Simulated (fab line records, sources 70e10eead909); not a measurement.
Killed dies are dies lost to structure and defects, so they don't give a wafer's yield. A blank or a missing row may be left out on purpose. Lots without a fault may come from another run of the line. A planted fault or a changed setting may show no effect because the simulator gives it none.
A struck lot beside a sound one | flow nand_harc | 38 steps out of a route of 1302
Sound: wafers L788.1, L788.3, L788.6. Struck: wafers L780.2, L780.4, L780.6. The cause comes at the end.
At each step with rows: each side's tool, then ch and its chambers, then its first start. Under that, the readings that differ: sound wafers | struck wafers | difference of the means | sigmas: that difference in standard deviations of wafers without a fault.
alike: readings whose means differ by less than 2 such deviations, and words and numbers that are the same on both sides. not compared: withheld readings, readings that some wafer has no value for, bounds like >300 that may hide the same value, and numbers for which the record gives no deviation and whose values overlap.
The two part at a step that has a row with sigmas, a row that says differs or no value, or rows on one side only. Numbers that don't overlap but have no deviation are shown without sigmas and don't part them. A reading that every wafer of one side lacks parts them only if that side has two wafers or more.

first, 2 steps without rows for these wafers: NHARC_A_SOURCE_PLATE_SRD_01; NHARC_A_SOURCE_PLATE_OXIDE_02 (material SiO2, target thk 10 nm, ox time 1362 s).
NHARC_A_SOURCE_PLATE_THK_MEAS_09: measures by ellipsometry.
  sound on film_metro-02, day 13 07:44; struck on film_metro-02, day 9 11:41
  alike: thk_nm
then, 3 steps without rows for these wafers: NHARC_A_SOURCE_PLATE_PVD_04 (deposits WSi2, target thk 50 nm); NHARC_A_SOURCE_PLATE_CVD_03 (deposits poly-Si, target thk 200 nm, time 4000 s); NHARC_A_SOURCE_PLATE_ANNEAL_05 (time 1800 s).
NHARC_A_SOURCE_PLATE_THK_MEAS_06: measures by ellipsometry.
  sound on film_metro-02, day 13 21:05; struck on film_metro-02, day 10 00:40
  alike: thk_nm
NHARC_A_SOURCE_PLATE_INSPECT_08:
  sound on defect_inspect-01, day 13 21:10; struck on defect_inspect-02, day 10 00:43
  alike: raw_defect_count
then, 1 step without rows for these wafers: NHARC_A_ONON_D1_DEP_00 (target thk 1000 nm).
NHARC_A_ONON_D1_THK_MEAS_02: measures by ellipsometry.
  sound on film_metro-02, day 13 21:44; struck on film_metro-02, day 10 01:17
  alike: thk_nm
NHARC_A_ONON_D1_DEP_03: target thk 1000 nm.
  sound on pecvd_onon-02 ch 0, day 13 21:47; struck on pecvd_onon-04 ch 0, day 10 01:25
  alike: nh3_flow_sccm
NHARC_A_ONON_D1_THK_MEAS_05: measures by ellipsometry.
  sound on film_metro-01, day 13 22:18; struck on film_metro-02, day 10 01:52
  alike: thk_nm
then, 1 step without rows for these wafers: NHARC_A_ONON_D1_DEP_06 (target thk 1000 nm).
NHARC_A_ONON_D1_THK_MEAS_08: measures by ellipsometry.
  sound on film_metro-02, day 13 22:52; struck on film_metro-02, day 10 02:26
  alike: thk_nm
then, 1 step without rows for these wafers: NHARC_A_ONON_D1_DEP_09 (target thk 1000 nm).
NHARC_A_ONON_D1_THK_MEAS_11: measures by ellipsometry.
  sound on film_metro-01, day 13 23:26; struck on film_metro-01, day 10 03:00
  reading     | sound          | struck         | difference | sigmas
  thk_nm (nm) | 1028 1027 1028 | 1001 1002 1001 | -26        | -3
then, 1 step without rows for these wafers: NHARC_A_ONON_D1_DEP_12 (target thk 1000 nm).
NHARC_A_ONON_D1_THK_MEAS_14: measures by ellipsometry.
  sound on film_metro-02, day 14 00:00; struck on film_metro-02, day 10 03:34
  alike: thk_nm
then, 2 steps without rows for these wafers: NHARC_A_ONON_D1_ANNEAL_15 (time 3600 s); NHARC_A_ONON_D1_DEP_16 (target thk 1000 nm).
NHARC_A_ONON_D1_THK_MEAS_18: measures by ellipsometry.
  sound on film_metro-02, day 14 08:54; struck on film_metro-02, day 10 11:34
  alike: thk_nm
then, 1 step without rows for these wafers: NHARC_A_ONON_D1_DEP_19 (target thk 1000 nm).
NHARC_A_ONON_D1_THK_MEAS_21: measures by ellipsometry.
  sound on film_metro-02, day 14 09:28; struck on film_metro-01, day 10 12:08
  alike: thk_nm
then, 1 step without rows for these wafers: NHARC_A_ONON_D1_DEP_22 (target thk 1000 nm).
NHARC_A_ONON_D1_THK_MEAS_24: measures by ellipsometry.
  sound on film_metro-01, day 14 10:10; struck on film_metro-01, day 10 12:42
  reading     | sound       | struck         | difference | sigmas
  thk_nm (nm) | 997 998 999 | 1019 1019 1021 | +22        | +2
then, 1 step without rows for these wafers: NHARC_A_ONON_D1_DEP_25 (target thk 1000 nm).
NHARC_A_ONON_D1_THK_MEAS_27: measures by ellipsometry.
  sound on film_metro-02, day 14 10:44; struck on film_metro-01, day 10 13:16
  alike: thk_nm
then, 1 step without rows for these wafers: NHARC_A_ONON_D1_DEP_28 (target thk 1000 nm).
NHARC_A_ONON_D1_THK_MEAS_30: measures by ellipsometry.
  sound on film_metro-01, day 14 11:18; struck on film_metro-02, day 10 13:50
  alike: thk_nm
NHARC_A_ONON_D1_DEP_33: deposits SiO2, target thk 200 nm.
  sound on pecvd-03 ch 0,1, day 14 11:24; struck on pecvd-01 ch 0,1,2, day 10 13:53
  alike: heater_power_w, throttle_valve_pct
NHARC_A_ONON_D1_THK_MEAS_34: measures by ellipsometry.
  sound on film_metro-01, day 14 11:46; struck on film_metro-01, day 10 14:19
  alike: thk_nm
NHARC_A_CHANNEL_HOLE_D1_DEP_00: deposits aC, target thk 3100 nm.
  sound on acl_dep-03 ch 0, day 14 11:56; struck on acl_dep-02 ch 0, day 10 14:47
  alike: throttle_valve_pct
NHARC_A_CHANNEL_HOLE_D1_DEP_01: deposits SiON, target thk 140 nm.
  sound on pecvd-04 ch 0,1,2, day 14 13:52; struck on pecvd-04 ch 0,1,2, day 10 16:27
  alike: heater_power_w
then, 4 steps without rows for these wafers: NHARC_A_CHANNEL_HOLE_D1_DEHYDRATE_02 (time 120 s); NHARC_A_CHANNEL_HOLE_D1_HMDS_03 (time 30 s); NHARC_A_CHANNEL_HOLE_D1_COAT_36 (time 75 s); NHARC_A_CHANNEL_HOLE_D1_COAT_37 (time 65 s).
-- the record jumps here: 16 days lie between the struck wafers' starts before and after (it left off in module A_CHANNEL_HOLE_D1 and takes up again in module END, whose first step shown is number 1302 of the route) --
NHARC_END_SORT_01:
  the record has rows for the struck wafers here (prober-01 ch 0, day 26 06:01) and none for the sound ones

WHERE THEY PART
First at NHARC_A_ONON_D1_THK_MEAS_11; last, within this record, at NHARC_END_SORT_01.

WHY: what the simulator had put in
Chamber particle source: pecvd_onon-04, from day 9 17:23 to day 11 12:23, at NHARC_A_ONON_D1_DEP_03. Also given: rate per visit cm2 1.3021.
